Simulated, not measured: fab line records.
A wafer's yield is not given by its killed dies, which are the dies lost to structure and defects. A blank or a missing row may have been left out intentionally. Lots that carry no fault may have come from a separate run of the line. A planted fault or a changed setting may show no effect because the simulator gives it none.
Split-lot experiment :: flow n5-finfet :: 21 wafers read across 7 lots, on a route 1938 steps long

== ABOUT THE SPLIT ==
At N5_BEOL_M3_EXPOSE_08 (exposes mask M3), the setting dose-mj was moved away from the recipe's 33 on 6 of the 21 wafers read, by -7.2% to +7.2%. The other wafers ran this setting at the recipe's value.

== FROM THE SPLIT TO THE READING: what the file shows between them, 2 steps ==
- N5_BEOL_M3_PEB_09: peb time 60 s
- N5_BEOL_M3_DEVELOP_10: develop time 30 s

== THE READING ==
cd-nm (nm) at N5_BEOL_M3_CD_MEAS_11, where the cd target is 17.05 nm. A value of 17.09 nm with a standard deviation of 0.24 nm is what fault-free wafers of this fab line usually give.

wafer: L076.1
tool, chamber at the split: euv-scanner-01, 0
dose-mj as run: 33
against the recipe: recipe
cd-nm, nm: 16.92
against lot-mates on the recipe: -

wafer: L076.4
tool, chamber at the split: euv-scanner-01, 0
dose-mj as run: 35.37
against the recipe: +7.2%
cd-nm, nm: 18.35
against lot-mates on the recipe: +1.38

wafer: L076.6
tool, chamber at the split: euv-scanner-01, 0
dose-mj as run: 33
against the recipe: recipe
cd-nm, nm: 17.02
against lot-mates on the recipe: -

wafer: L074.3
tool, chamber at the split: euv-scanner-02, 0
dose-mj as run: 30.62
against the recipe: -7.2%
cd-nm, nm: 15.56
against lot-mates on the recipe: -1.34

wafer: L074.4
tool, chamber at the split: euv-scanner-02, 0
dose-mj as run: 30.62
against the recipe: -7.2%
cd-nm, nm: 15.46
against lot-mates on the recipe: -1.44

wafer: L074.5
tool, chamber at the split: euv-scanner-02, 0
dose-mj as run: 33
against the recipe: recipe
cd-nm, nm: 16.90
against lot-mates on the recipe: -

wafer: L082.1
tool, chamber at the split: euv-scanner-01, 0
dose-mj as run: 33
against the recipe: recipe
cd-nm, nm: 17.33
against lot-mates on the recipe: -

wafer: L082.3
tool, chamber at the split: euv-scanner-01, 0
dose-mj as run: 33
against the recipe: recipe
cd-nm, nm: 17.18
against lot-mates on the recipe: -

wafer: L082.6
tool, chamber at the split: euv-scanner-01, 0
dose-mj as run: 33
against the recipe: recipe
cd-nm, nm: 17.10
against lot-mates on the recipe: -

wafer: L088.2
tool, chamber at the split: euv-scanner-01, 0
dose-mj as run: 33
against the recipe: recipe
cd-nm, nm: 17.14
against lot-mates on the recipe: -

wafer: L088.4
tool, chamber at the split: euv-scanner-01, 0
dose-mj as run: 32.25
against the recipe: -2.3%
cd-nm, nm: 16.39
against lot-mates on the recipe: -0.49

wafer: L088.6
tool, chamber at the split: euv-scanner-01, 0
dose-mj as run: 33
against the recipe: recipe
cd-nm, nm: 16.62
against lot-mates on the recipe: -

wafer: L089.1
tool, chamber at the split: euv-scanner-02, 0
dose-mj as run: 33
against the recipe: recipe
cd-nm, nm: 17.13
against lot-mates on the recipe: -

wafer: L089.2
tool, chamber at the split: euv-scanner-02, 0
dose-mj as run: 33
against the recipe: recipe
cd-nm, nm: 17.15
against lot-mates on the recipe: -

wafer: L089.6
tool, chamber at the split: euv-scanner-02, 0
dose-mj as run: 33
against the recipe: recipe
cd-nm, nm: 17.15
against lot-mates on the recipe: -

wafer: L091.2
tool, chamber at the split: euv-scanner-02, 0
dose-mj as run: 33
against the recipe: recipe
cd-nm, nm: 17.44
against lot-mates on the recipe: -

wafer: L091.4
tool, chamber at the split: euv-scanner-02, 0
dose-mj as run: 33
against the recipe: recipe
cd-nm, nm: 17.03
against lot-mates on the recipe: -

wafer: L091.6
tool, chamber at the split: euv-scanner-02, 0
dose-mj as run: 33
against the recipe: recipe
cd-nm, nm: 17.28
against lot-mates on the recipe: -

wafer: L094.1
tool, chamber at the split: euv-scanner-01, 0
dose-mj as run: 33
against the recipe: recipe
cd-nm, nm: 16.99
against lot-mates on the recipe: -

wafer: L094.2
tool, chamber at the split: euv-scanner-01, 0
dose-mj as run: 34.04
against the recipe: +3.2%
cd-nm, nm: 17.84
against lot-mates on the recipe: +0.85

wafer: L094.6
tool, chamber at the split: euv-scanner-01, 0
dose-mj as run: 34.04
against the recipe: +3.2%
cd-nm, nm: 17.85
against lot-mates on the recipe: +0.86

FIT RESULTS
A straight line over all 21 wafers: cd-nm changes by +0.211 nm for each +1% of dose-mj; r = +0.96; the points scatter about the line by 0.19 nm.
The same after taking each lot's own level away (the mean of its wafers on the recipe; 21 wafers): +0.202 nm for each +1%; r = +0.98; scatter 0.14 nm.
That fit puts the effect of the largest move of dose-mj on the reading at 1.5 nm.
The span of the lots' own levels, 16.880 to 17.250 nm, comes to 1.5 times the standard deviation stated above.
Hence the lot-to-lot level has little effect on the slope; both slopes agree.
Check: with one of the wafers moved furthest among these (-7.2%) left out of the fit, the line predicts -1.48 nm for it against its lot-mates. It came out at -1.34 nm against them.

== THE OTHER SPLITS THESE WAFERS WENT THROUGH ==
Before the reading, these wafers also passed through other splits. Each is held against what the fit with the lots' levels taken away leaves over:
other split on the same wafers: N5_HKMG_FIN_ETCH_54 bias-w
wafers away from the commonest value: 4
r with cd-nm (lot level and that fit taken away): -0.30

other split on the same wafers: N5_MOL_CONTACT_COAG_ALD_27 time-s
wafers away from the commonest value: 7
r with cd-nm (lot level and that fit taken away): +0.15

other split on the same wafers: N5_MOL_CONTACT_COAG_VIA_ETCH_117 bias-w
wafers away from the commonest value: 10
r with cd-nm (lot level and that fit taken away): -0.16

other split on the same wafers: N5_BEOL_M0_SAQP_CUT_ETCH_46 source-w
wafers away from the commonest value: 7
r with cd-nm (lot level and that fit taken away): +0.09

other split on the same wafers: N5_BEOL_M1_ILD_DEP_00 time-s
wafers away from the commonest value: 8
r with cd-nm (lot level and that fit taken away): +0.14

other split on the same wafers: N5_BEOL_M1_PECVD_72 time-s
wafers away from the commonest value: 11
r with cd-nm (lot level and that fit taken away): -0.41

other split on the same wafers: N5_BEOL_M1_ALD_84 ald-cycles
wafers away from the commonest value: 12
r with cd-nm (lot level and that fit taken away): +0.03

other split on the same wafers: N5_BEOL_M2_PECVD_72 temp-c
wafers away from the commonest value: 6
r with cd-nm (lot level and that fit taken away): +0.04

== THE WHOLE CHAIN: every reading that the file lists as answering this split, in the file's order ==
step: N5_BEOL_M3_CD_MEAS_11
what it does: target cd 17.05 nm
reading: cd-nm
change (the file's fit): +0.2 nm for each +1% of the setting
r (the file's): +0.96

step: N5_BEOL_M3_ETCH_74
what it does: etches underlayer in N2/H2, target depth 6.5 nm, time 5.2 s
reading: BEOL_M3.cd-offset-nm (the simulator's own value, which no gauge read)
change (the file's fit): +0.201 nm for each +1% of the setting
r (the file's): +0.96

step: N5_BEOL_M3_ETCH_63
what it does: etches SiARC in CF4, target depth 15.6 nm, time 26 s
reading: BEOL_M3.cd-offset-nm (the simulator's own value, which no gauge read)
change (the file's fit): +0.206 nm for each +1% of the setting
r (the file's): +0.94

step: N5_BEOL_M3_ETCH_64
what it does: etches SOC in N2/H2, target depth 75 nm, overetch 15 nm, time 112.5 s
reading: BEOL_M3.cd-offset-nm (the simulator's own value, which no gauge read)
change (the file's fit): +0.186 nm for each +1% of the setting
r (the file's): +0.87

step: N5_BEOL_M3_HM_OPEN_17
what it does: chemistry Cl2/BCl3, target TiN, target depth 20 nm, overetch 6 nm
reading: BEOL_M3.cd-offset-nm (the simulator's own value, which no gauge read)
change (the file's fit): +0.172 nm for each +1% of the setting
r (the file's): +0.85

== FILE'S OWN FIT ==
cd-nm changes by +0.2 nm for each +1% of dose-mj, r = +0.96.
